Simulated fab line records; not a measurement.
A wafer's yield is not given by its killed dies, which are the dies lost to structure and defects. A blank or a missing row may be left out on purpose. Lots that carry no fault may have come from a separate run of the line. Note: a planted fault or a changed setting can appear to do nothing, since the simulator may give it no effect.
Split-lot trial / flow n5_finfet / route with 1938 steps; 7 lots, 21 wafers read

## THE SPLIT
At N5_FIN_SAQP_PECVD_06 (deposits a-Si from SiH4/He, target thk 60 nm, time 48.1 s), the setting time_s was moved away from the recipe's 48.1 s on 9 of the 21 wafers read, by -12.9% to +9.6%. All remaining wafers had this setting at the recipe value.

## FROM THE SPLIT TO THE READING: what the file shows between them, 4 steps
- N5_FIN_SAQP_THK_MEAS_07
- N5_FIN_SAQP_DEVELOP_15: develop time 30 s (also split here: develop_time_s)
- N5_FIN_SAQP_HM_OPEN_73: chemistry CHF3/O2, target SiO2, stops on a-Si, target depth 12 nm, time 16.8 s
- N5_FIN_SAQP_STRIP_74: strips in CHF3/O2

## THE READING
etch.depth_nm (the simulator's own value, which no gauge read), in nm, at N5_FIN_SAQP_MANDREL_ETCH_22 (etches a-Si in HBr/Cl2, stops on SiNx, target depth 60 nm, bt time 10 s, time 30 s). The file gives no usual value for it. The 12 wafers here that ran the recipe average 59.45 nm, standard deviation 0.68 nm.

wafer=L074.2; tool, chamber at the split=pecvd-04, 0; time_s as run, s=50.14; against the recipe=+4.2%; etch.depth_nm, nm=61.46; against lot-mates on the recipe=+0.55
wafer=L074.4; tool, chamber at the split=pecvd-04, 1; time_s as run, s=48.1; against the recipe=recipe; etch.depth_nm, nm=60.91; against lot-mates on the recipe=-
wafer=L074.6; tool, chamber at the split=pecvd-04, 0; time_s as run, s=50.14; against the recipe=+4.2%; etch.depth_nm, nm=63.8; against lot-mates on the recipe=+2.89
wafer=L075.2; tool, chamber at the split=pecvd-04, 1; time_s as run, s=48.1; against the recipe=recipe; etch.depth_nm, nm=58.71; against lot-mates on the recipe=-
wafer=L075.4; tool, chamber at the split=pecvd-04, 1; time_s as run, s=48.1; against the recipe=recipe; etch.depth_nm, nm=59.71; against lot-mates on the recipe=-
wafer=L075.6; tool, chamber at the split=pecvd-04, 0; time_s as run, s=51.63; against the recipe=+7.3%; etch.depth_nm, nm=63.62; against lot-mates on the recipe=+4.41
wafer=L082.3; tool, chamber at the split=pecvd-04, 0; time_s as run, s=48.1; against the recipe=recipe; etch.depth_nm, nm=59.38; against lot-mates on the recipe=-
wafer=L082.4; tool, chamber at the split=pecvd-04, 1; time_s as run, s=52.73; against the recipe=+9.6%; etch.depth_nm, nm=66.63; against lot-mates on the recipe=+7.25
wafer=L082.6; tool, chamber at the split=pecvd-04, 0; time_s as run, s=52.73; against the recipe=+9.6%; etch.depth_nm, nm=65.81; against lot-mates on the recipe=+6.43
wafer=L084.3; tool, chamber at the split=pecvd-03, 0; time_s as run, s=41.88; against the recipe=-12.9%; etch.depth_nm, nm=50.44; against lot-mates on the recipe=-9.74
wafer=L084.4; tool, chamber at the split=pecvd-03, 1; time_s as run, s=48.1; against the recipe=recipe; etch.depth_nm, nm=60.18; against lot-mates on the recipe=-
wafer=L084.6; tool, chamber at the split=pecvd-03, 0; time_s as run, s=41.88; against the recipe=-12.9%; etch.depth_nm, nm=51.08; against lot-mates on the recipe=-9.10
wafer=L086.1; tool, chamber at the split=pecvd-02, 2; time_s as run, s=48.1; against the recipe=recipe; etch.depth_nm, nm=58.24; against lot-mates on the recipe=-
wafer=L086.2; tool, chamber at the split=pecvd-02, 0; time_s as run, s=48.1; against the recipe=recipe; etch.depth_nm, nm=58.87; against lot-mates on the recipe=-
wafer=L086.6; tool, chamber at the split=pecvd-02, 2; time_s as run, s=48.1; against the recipe=recipe; etch.depth_nm, nm=59.33; against lot-mates on the recipe=-
wafer=L093.1; tool, chamber at the split=pecvd-04, 2; time_s as run, s=50.61; against the recipe=+5.2%; etch.depth_nm, nm=60.63; against lot-mates on the recipe=+1.08
wafer=L093.2; tool, chamber at the split=pecvd-04, 1; time_s as run, s=50.61; against the recipe=+5.2%; etch.depth_nm, nm=61.88; against lot-mates on the recipe=+2.33
wafer=L093.4; tool, chamber at the split=pecvd-04, 0; time_s as run, s=48.1; against the recipe=recipe; etch.depth_nm, nm=59.55; against lot-mates on the recipe=-
wafer=L095.1; tool, chamber at the split=pecvd-04, 1; time_s as run, s=48.1; against the recipe=recipe; etch.depth_nm, nm=59.05; against lot-mates on the recipe=-
wafer=L095.4; tool, chamber at the split=pecvd-04, 1; time_s as run, s=48.1; against the recipe=recipe; etch.depth_nm, nm=60.04; against lot-mates on the recipe=-
wafer=L095.6; tool, chamber at the split=pecvd-04, 0; time_s as run, s=48.1; against the recipe=recipe; etch.depth_nm, nm=59.46; against lot-mates on the recipe=-

FIT RESULTS
A straight line over all 21 wafers: etch.depth_nm changes by +0.653 nm for each +1% of time_s; r = +0.97; the points scatter about the line by 0.91 nm.
The same after taking each lot's own level away (the mean of its wafers on the recipe; 21 wafers): +0.673 nm for each +1%; r = +0.98; scatter 0.86 nm.
That fit puts the effect of the largest move of time_s on the reading at 8.7 nm.
Measured against the standard deviation above, the lots' own levels, which go from 58.813 to 60.910 nm, span 3.1 times it.
So the lot-to-lot level changes the slope little: the two slopes agree.
Check: for one of the wafers moved furthest among these (-12.9%), held out of the fit, the line's prediction against its lot-mates is -8.67 nm. Against them it came out at -9.74 nm.

## THE OTHER SPLITS THESE WAFERS WENT THROUGH
These wafers also went through other splits before the reading. Each is held against what the fit with the lots' levels taken away leaves over:
other split on the same wafers=N5_PMOS_HMC_CHANNEL_EPI_PEB_07 peb_temp_c; wafers away from the commonest value=6; r with etch.depth_nm (lot level and that fit taken away)=-0.34
other split on the same wafers=N5_PMOS_HMC_CHANNEL_EPI_DEVELOP_08 develop_time_s; wafers away from the commonest value=4; r with etch.depth_nm (lot level and that fit taken away)=-0.13
other split on the same wafers=N5_FIN_SAQP_DEVELOP_15 develop_time_s; wafers away from the commonest value=8; r with etch.depth_nm (lot level and that fit taken away)=-0.22

## THE WHOLE CHAIN: every reading that the file lists as answering this split, in the file's order
step=N5_FIN_SAQP_PECVD_06; what it does=deposits a-Si from SiH4/He, target thk 60 nm, time 48.1 s; reading=a-Si_of_FIN_SAQP_PECVD_06.thk_nm (the simulator's own value, which no gauge read); change (the file's fit)=+0.661 nm for each +1% of the setting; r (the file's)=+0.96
step=N5_FIN_SAQP_THK_MEAS_07; what it does=; reading=thk_nm; change (the file's fit)=withheld for each +1% of the setting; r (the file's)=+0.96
step=N5_FIN_SAQP_MANDREL_ETCH_22; what it does=etches a-Si in HBr/Cl2, stops on SiNx, target depth 60 nm, bt time 10 s, time 30 s; reading=etch.depth_nm (the simulator's own value, which no gauge read); change (the file's fit)=+0.658 nm for each +1% of the setting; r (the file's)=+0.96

## FILE'S OWN FIT
etch.depth_nm changes by +0.658 nm for each +1% of time_s, r = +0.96.
